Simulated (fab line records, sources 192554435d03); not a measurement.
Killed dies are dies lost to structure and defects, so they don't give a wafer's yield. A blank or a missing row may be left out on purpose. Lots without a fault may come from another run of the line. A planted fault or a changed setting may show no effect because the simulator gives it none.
fab line records | flow n5_finfet
record lots=10 wafers=29 last_day=18
route steps=1938 shown FIN_SAQP@95 FIN_CUT@155 BEOL_M4@1111 PASSIVATION@1936
lots that met no fault: from a run of the same line without faults
start_h: hours from the record's first day to the start of the lot's first wafer shown | wait_h: hours since the lot's step before | " the same as in the row above | L1.1+2: a row that stands for several wafers | - no value, or no start given | * or withheld: withheld | < > ~ a bound
route shown NAME@n: a module of which the file shows steps, and the number in the route of the first | usual: mean/standard deviation of fault-free wafers | same: alike in all rows | chamber/n: place in a boat | sites: the reading at each site | _std_site: their standard deviation | _edge_site: outer sites' mean less inner sites' | radius_mm: how far each site lies from the wafer's centre | mask NAME#n: copy n | behind: the tool/chamber that last shaped the wafer | hold: why the lot was held/for how many hours/how that ended | device: the transistor (n, p or np) that didn't switch | end of line: the same wafers' tests at the end of the route | a step without rows: its recipe alone | killed: dies lost to structure and defects at the first sort, not the wafer's yield | map: a wafer's dies, x killed, . not, _ none there
set.NAME: the setting as run; set.NAME@STEP: as run at that earlier step | model.NAME: the simulator's own value behind a step, which no gauge read
steps of the route over a sample of lots; a table a step, a row a wafer
services: from which hour (start_h, from the record's first day; less than 0 if before it) a tool's chamber was out of use, for how many hours, and why
## steps
# step N5_FIN_SAQP_DENSIFY_62
# recipe temp_c=700 time_s=60 ambient=N2 idle_temp_c=600 ramp_up_c_per_s=150 ramp_down_c_per_s=60 cool_to_c=600
# usual lamp_power_pct=9.85/0.053 wafer_temp_C_max=703.3/0.56
# columns lot.wafer tool chamber start_h wait_h lamp_power_pct wafer_temp_C_max
L658.1 rtp_anneal-02 0 21.60 0.1 9.79 703.6
L658.3 " 0 " " 9.91 702.8
L658.6 " 0 " " 9.84 703.0
L663.1 rtp_anneal-01 0 51.85 0.2 9.86 702.5
L663.3 " 0 " " 9.86 703.5
L663.5 " 0 " " 9.75 702.8
L665.1 rtp_anneal-01 0 64.84 0.1 9.84 703.4
L665.3 " 0 " " 9.90 703.6
L665.6 " 0 " " 9.88 703.0
L668.1 rtp_anneal-01 0 81.30 0.1 9.79 704.1
L668.2 " 0 " " 9.81 703.5
L668.5 " 0 " " 9.85 704.1
L669.2 rtp_anneal-02 0 88.05 0.2 9.76 704.2
L669.5 " 0 " " 9.86 703.4
L669.6 " 0 " " 9.75 703.5
L670.1 rtp_anneal-01 0 93.38 0.1 9.89 702.6
L670.2 " 0 " " 9.83 703.3
L670.5 " 0 " " 9.76 702.6
L675.1 rtp_anneal-02 0 123.93 0.1 9.86 702.7
L675.6 " 0 " " 9.81 702.8
L678.1 rtp_anneal-02 0 142.94 0.1 9.81 703.5
L678.3 " 0 " " 9.90 704.4
L678.6 " 0 " " 9.86 703.3
L680.1 rtp_anneal-02 0 152.94 0.1 9.84 703.3
L680.4 " 0 " " 9.90 703.2
L680.5 " 0 " " 9.84 703.2
L681.1 rtp_anneal-02 0 157.99 0.1 9.84 704.1
L681.4 " 0 " " 9.84 702.9
L681.6 " 0 " " 9.86 703.7
# step N5_FIN_SAQP_CD_MEAS_16
# recipe target_cd_nm=35.6 landing_energy_ev=500 detector=se_inlens
# usual cd_nm=35.5/0.34
# columns lot.wafer tool chamber start_h wait_h cd_nm
L658.1 cd_sem-03 0 22.61 - 35.5
L658.3 " 0 " " 35.7
L658.6 " 0 " " 36.0
L663.1 cd_sem-01 0 52.74 - 35.6
L663.3 " 0 " " 35.8
L663.5 " 0 " " 35.8
L665.1 cd_sem-02 0 65.70 - 35.4
L665.3 " 0 " " 35.1
L665.6 " 0 " " 35.3
L668.1 cd_sem-02 0 82.29 - 35.4
L668.2 " 0 " " 35.6
L668.5 " 0 " " 35.6
L669.2 cd_sem-03 0 89.01 - 35.3
L669.5 " 0 " " 35.6
L669.6 " 0 " " 35.0
L670.1 cd_sem-02 0 94.25 - 36.6
L670.2 " 0 " " 36.8
L670.5 " 0 " " 35.8
L675.1 cd_sem-01 0 125.47 - 35.9
L675.6 " 0 " " 35.5
L678.1 cd_sem-02 0 143.81 - 35.7
L678.3 " 0 " " 35.5
L678.6 " 0 " " 35.8
L680.1 cd_sem-01 0 153.94 - 34.8
L680.4 " 0 " " 35.0
L680.5 " 0 " " 35.6
L681.1 cd_sem-02 0 158.88 - 35.6
L681.4 " 0 " " 35.4
L681.6 " 0 " " 35.6
# step N5_FIN_SAQP_MANDREL2_REMOVE_60
# recipe chemistry=HBr/Cl2/O2 bt_time_s=10 target=a-Si stop_on=SiNx endpoint=OES-SiCl over_etch_frac=1 icp_w=600 bias_w=22 HBr_flow_sccm=150 Cl2_flow_sccm=80 O2_flow_sccm=5 pressure_mtorr=10
# usual drypump_motor_current_A=5.5/0.4 mfc_cl2_sccm=79.97/0.23 oes_product_au=1.007/0.021 throttle_valve_pct=36.76/0.3
# columns lot.wafer tool chamber start_h wait_h drypump_motor_current_A mfc_cl2_sccm oes_product_au rf_hours_counter_h throttle_valve_pct
L658.1 rie_si-04 2 26.17 0.1 5.1 79.86 1.047 6 36.57
L658.3 " 1 " " 5.2 80.39 0.992 193 36.42
L658.6 " 2 " " 5.1 79.68 1.034 - 36.57
L663.1 rie_si-01 2 58.86 0.1 5.0 79.84 1.046 159 36.88
L663.3 " 3 " " 5.3 79.82 0.977 85 37.05
L663.5 " 0 " " 6.1 80.23 0.999 - 36.49
L665.1 rie_si-04 0 69.40 0.1 5.9 79.82 1.025 116 36.82
L665.3 " 1 " " 5.2 80.15 0.979 194 36.44
L665.6 " 0 " " 5.9 79.97 1.017 - 36.82
L668.1 rie_si-04 3 86.22 0.1 6.3 80.18 1.003 35 36.85
L668.2 " 0 " " 5.9 79.97 1.020 116 36.83
L668.5 " 2 " " 5.1 80.35 1.032 - 36.57
L669.2 rie_si-06 0 93.76 0.1 5.5 79.86 0.989 87 37.08
L669.5 " 3 " " 5.6 79.75 1.006 - 37.42
L669.6 " 0 " " 5.5 80.09 0.995 - 37.06
L670.1 rie_si-04 0 99.72 0.1 5.9 80.08 1.016 117 36.84
L670.2 " 3 " " 6.2 80.34 1.012 36 36.82
L670.5 " 1 " " 5.2 79.91 0.986 - 36.42
L675.1 rie_si-04 1 129.37 0.1 5.2 79.57 0.980 195 36.41
L675.6 " 2 " " 5.1 79.76 1.042 - 36.59
L678.1 rie_si-04 3 148.26 0.1 6.3 80.19 1.006 36 36.82
L678.3 " 0 " " 5.9 80.42 1.026 118 36.81
L678.6 " 2 " " 5.1 79.83 1.045 - 36.58
L680.1 rie_si-06 2 157.90 0.1 5.7 80.01 1.002 123 36.28
L680.4 " 1 " " 5.9 80.42 0.997 93 36.72
L680.5 " 0 " " 5.5 79.77 0.971 - 37.09
L681.1 rie_si-06 1 163.16 0.1 6.0 79.84 0.995 93 36.74
L681.4 " 0 " " 5.5 79.53 0.986 89 37.07
L681.6 " 1 " " 5.9 79.54 1.002 - 36.72
# step N5_FIN_CUT_COAT_19
# recipe resist=SiARC temp_c=220 time_s=60 spin_rpm=1500 resist_thk_nm=20
# usual dispense_pressure_kPa=45.0/2.7 heater_power_total_W=427.6/2.1 plate_temp_C=219.97/0.18 run_length_s=66.19/0.17
# columns lot.wafer tool chamber start_h wait_h dispense_pressure_kPa heater_power_total_W plate_temp_C run_length_s
L658.1 litho_track-05 0 26.90 - 41.8 427.1 219.89 66.24
L658.3 " 0 " " 41.8 425.9 219.88 66.36
L658.6 " 0 " " 41.8 430.6 219.80 66.60
L663.1 litho_track-05 0 59.78 - 41.8 428.2 220.15 66.28
L663.3 " 0 " " 41.8 429.4 219.98 66.28
L663.5 " 0 " " 41.8 424.8 220.02 66.32
L665.1 litho_track-02 0 70.25 - 47.6 430.3 220.30 66.14
L665.3 " 0 " " 47.6 425.4 220.07 66.26
L665.6 " 0 " " 47.7 427.1 220.13 66.07
L668.1 litho_track-02 0 86.94 - 47.7 424.9 219.66 66.06
L668.2 " 0 " " 47.7 428.3 219.69 66.05
L668.5 " 0 " " 47.7 424.5 219.82 66.20
L669.2 litho_track-02 0 94.50 - 47.6 430.3 219.84 66.28
L669.5 " 0 " " 47.6 430.8 219.93 66.01
L669.6 " 0 " " 47.6 427.1 219.79 65.94
L670.1 litho_track-02 0 100.52 - 47.6 429.5 219.99 65.96
L670.2 " 0 " " 47.7 427.7 220.06 66.15
L670.5 " 0 " " 47.6 426.5 220.14 66.13
L675.1 litho_track-02 0 130.10 - 47.6 426.8 220.00 66.03
L675.6 " 0 " " 47.6 447.1 - 62.22
L678.1 litho_track-02 0 149.07 - 47.7 425.7 220.18 66.11
L678.3 " 0 " " 47.7 425.1 219.96 66.03
L678.6 " 0 " " 47.7 444.5 - 62.16
L680.1 litho_track-05 0 158.64 - 41.8 430.2 220.03 66.24
L680.4 " 0 " " 41.8 427.4 220.01 66.41
L680.5 " 0 " " 41.8 430.0 220.14 66.29
L681.1 litho_track-05 0 163.96 - 41.8 428.3 220.06 66.32
L681.4 " 0 " " 41.8 426.3 220.10 66.28
L681.6 " 0 " " 41.8 427.0 219.90 66.48
# step N5_BEOL_M4_RC_MEAS_101
# usual DIBL_N=35.9/1.4 DIBL_P=35.9/1.7 IOFF_N=0.160/0.026 IOFF_P=0.21/0.036 ION_N=672/11 ION_P=461/8.1 SS_N=71.4/0.54 SS_P=73.2/0.67 VT_N=249.3/2.7 VT_P=-250/3.9
# columns lot.wafer tool chamber start_h wait_h DIBL_N[mV/V] DIBL_P[mV/V] IOFF_N[nA/um] IOFF_P[nA/um] ION_N[uA/um] ION_P[uA/um] SS_N[mV/dec] SS_P[mV/dec] VT_N[mV] VT_P[mV]
L658.1 prober-01 0 161.63 0.0 35.5 35.6 0.172 0.26 685 473 71.3 73.5 250.0 -243
L658.3 " 0 " " 34.1 33.7 0.148 0.23 678 478 71.3 73.0 248.9 -246
L658.6 " 0 " " 34.8 34.4 0.159 0.24 681 474 71.0 72.9 248.9 -244
L663.1 prober-01 0 206.52 0.0 37.4 35.6 0.178 0.20 674 456 71.8 73.3 247.8 -255
L663.3 " 0 " " 37.1 36.0 0.178 0.21 686 458 71.6 73.6 249.2 -253
L663.5 " 0 " " 35.0 33.4 0.136 0.16 664 448 71.7 72.4 253.0 -255
L665.1 prober-01 0 208.68 0.0 36.4 34.8 0.153 0.20 671 464 71.4 73.4 250.6 -250
L665.3 " 0 " " 36.4 35.9 0.160 0.23 677 474 71.3 73.2 248.7 -247
L665.6 " 0 " " 35.4 34.2 0.147 0.20 670 465 70.6 72.6 249.6 -246
L668.1 prober-02 0 230.17 0.0 35.7 35.9 0.157 0.21 667 456 71.3 73.0 250.1 -247
L668.2 " 0 " " 34.4 34.8 0.137 0.20 666 463 70.3 73.0 248.8 -248
L668.5 " 0 " " 33.6 33.0 0.122 0.17 648 452 71.2 71.8 253.3 -251
L669.2 prober-01 0 232.21 0.2 35.7 36.3 0.153 0.19 676 455 70.7 74.0 248.6 -255
L669.5 " 0 " " 32.5 31.9 0.104 0.14 658 448 70.6 72.7 258.3 -257
L669.6 " 0 " " 36.7 37.0 0.161 0.20 663 452 71.4 74.8 250.6 -255
L670.1 prober-02 0 250.04 0.0 38.3 39.4 0.204 0.25 676 464 72.0 73.9 243.8 -250
L670.2 " 0 " " 35.8 36.3 0.158 0.20 686 466 71.6 72.9 248.7 -250
L670.5 " 0 " " 36.1 36.8 0.169 0.21 687 463 71.7 72.5 245.5 -251
L675.1 prober-02 0 260.94 0.0 35.9 34.7 0.152 0.22 664 459 71.1 73.4 249.3 -249
L675.6 " 0 " " 36.4 36.7 0.178 0.26 681 474 71.2 72.9 244.9 -244
L678.1 prober-02 0 309.35 0.0 36.1 34.4 0.142 0.15 664 450 70.9 72.8 249.5 -258
L678.3 " 0 " " 37.1 36.0 0.142 0.17 643 441 71.9 73.1 253.3 -254
L678.6 " 0 " " 37.0 36.6 0.158 0.18 674 450 71.8 73.2 248.2 -255
L680.1 prober-01 0 309.69 0.0 36.2 37.0 0.186 0.23 670 458 72.1 73.9 245.1 -248
L680.4 " 0 " " 35.4 37.1 0.171 0.22 690 465 71.6 74.4 248.0 -250
L680.5 " 0 " " 34.2 34.5 0.136 0.18 660 451 71.1 72.8 251.7 -253
L681.1 prober-02 0 316.26 0.0 36.1 36.2 0.149 0.18 665 456 71.0 72.9 252.6 -253
L681.4 " 0 " " 35.0 35.4 0.136 0.17 678 459 70.9 73.7 253.1 -255
L681.6 " 0 " " 38.2 39.4 0.190 0.24 675 462 71.5 74.2 249.5 -248
# step N5_PASSIVATION_PROBE_49
# usual defect_limited_yield=90.9/1.5 killed_at_M0_to_M3=35/10 killed_at_M4_up=14/5.2 killed_at_contacts=13/7.3 killed_at_front_end=42/12 killed_at_other=3.4/2.5 killed_dies=108/18 killed_open=70/13 killed_short=35/8 sort_bin_5_function=5.4/1 sort_bin_6_memory=3.4/0.71 sort_bin_8_speed=0.00/0.0099 sort_n_pass=1072/18 sort_yield_pct=90.9/1.5
# same gross_dies=1180 killed_at_back_side=0 sort_bin_4_leakage[%]=0
# columns lot.wafer tool chamber start_h wait_h defect_limited_yield[%] killed_at_M0_to_M3 killed_at_M4_up killed_at_contacts killed_at_front_end killed_at_other killed_dies killed_open killed_short sort_bin_5_function[%] sort_bin_6_memory[%] sort_bin_8_speed[%] sort_n_pass sort_yield_pct[%]
L675.1 prober-02 - 367.02 0.0 90.5 39 14 16 43 0 112 76 35 5.5 3.2 0 1068 90.5
# killed by level:class
L675.1 FIN_SAQP:geometric_particle:open=16 MOL_CONTACT_COAG:geometric_particle:open=13 BEOL_M0_SAQP:geometric_particle:short=13 BEOL_M0_SAQP:geometric_particle:open=9 BEOL_M4:geometric_particle:open=7 BEOL_M2:geometric_particle:open=7 STI_FIN_REVEAL:geometric_particle:open=6 FIN_SAQP:geometric_particle:short=5
## services
# columns tool chamber start_h hours kind
rie_si-01 1 37.98 9.0 repair
rie_si-01 - 82.92 15.6 pm
litho_track-05 - 124.73 - consumable_replace:filter
rie_si-04 3 142.13 1.4 repair
rie_si-01 3 145.68 7.2 repair
rie_si-04 1 146.47 - clean
rie_si-04 1 146.47 18.4 scheduled_down
rie_si-04 1 146.47 18.4 vent_cycle
rie_si-01 2 162.76 3.4 repair
## key
first_sign step=N5_FIN_CUT_COAT_19 reading=run_length_s direction=down sigmas=24 usual=* struck=*
effect step=N5_FIN_CUT_COAT_19 reading=heater_power_total_W direction=up sigmas=8.6 usual=* struck=*
met_at N5_FIN_CUT_COAT_19
struck_lots L675,L678
struck_wafers L675.6,L678.6
not_acting_at N5_FIN_SAQP_DENSIFY_62,N5_FIN_SAQP_CD_MEAS_16,N5_FIN_SAQP_MANDREL2_REMOVE_60
onset_between 100.52 130.10
fault kind=process_parameter_drift tool=litho_track-02 chamber=- onset_h=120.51 steps=N5_FIN_CUT_COAT_19 channel=time_s offset=* shape=step end_h=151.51 scope=struck_wafers_only acts_in=* stated=*
